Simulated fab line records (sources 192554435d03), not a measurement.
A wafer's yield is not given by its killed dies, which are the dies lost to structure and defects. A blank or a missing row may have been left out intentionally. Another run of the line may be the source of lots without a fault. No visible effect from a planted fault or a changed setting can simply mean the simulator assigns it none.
Which tool did it? :: flow n5_finfet :: at 1 step of a route of 1938, 9 lots with 27 wafers sampled

== WHAT EACH GAUGE READ, for each wafer ==
N5_FIN_CUT_OVL_MEAS_09.
lot: L299
measured: day 2 08:28
on: overlay-01
FIN_CUT_OVL (nm): 0.1 -0.7 -0.2

lot: L302
measured: day 3 02:24
on: overlay-02
FIN_CUT_OVL (nm): 0.4 0.3 0.2

lot: L304
measured: day 3 15:11
on: overlay-01
FIN_CUT_OVL (nm): 0.4 -0.1 -1.0

lot: L306
measured: day 4 02:13
on: overlay-02
FIN_CUT_OVL (nm): -0.6 -0.9 -0.6

lot: L314
measured: day 6 04:35
on: overlay-01
FIN_CUT_OVL (nm): 0.3 0.3 0.1

lot: L315
measured: day 6 08:14
on: overlay-01
FIN_CUT_OVL (nm): -0.4 -0.8 -0.5

lot: L317
measured: day 6 23:38
on: overlay-01
FIN_CUT_OVL (nm): -0.4 -0.6 -0.1

lot: L318
measured: day 7 03:40
on: overlay-02
FIN_CUT_OVL (nm): -1.1 -0.7 -1.0

lot: L319
measured: day 7 08:22
on: overlay-01
FIN_CUT_OVL (nm): -0.6 -1.0 -0.4

== WHAT TOOL EACH LOT RAN ON (gives the tool, then ch and the chambers of the sampled wafers, and finally the start) ==
The record shows no process step preceding these readings.

== THE ANSWER, worked out from the rows above alone ==
Rule: what is usual is taken from the lots themselves. The widest of any qualifying gaps counts: lots, ordered by their means at a reading, are off when they make up no more than a third of the lots, leave a main group of 4 or more, and stand apart from it by 3 or more times the standard deviation of that group's means. Not used: any main group whose means are identical at the precision the tables above print for the reading. A lot without any number at a reading at which 4 lots or more have one is off too. All remaining lots with rows at the step are treated as sound.
Nothing can be told from this: no lot is off at any reading shown.

== WHAT HAD BEEN PUT IN BY THE SIMULATOR ==
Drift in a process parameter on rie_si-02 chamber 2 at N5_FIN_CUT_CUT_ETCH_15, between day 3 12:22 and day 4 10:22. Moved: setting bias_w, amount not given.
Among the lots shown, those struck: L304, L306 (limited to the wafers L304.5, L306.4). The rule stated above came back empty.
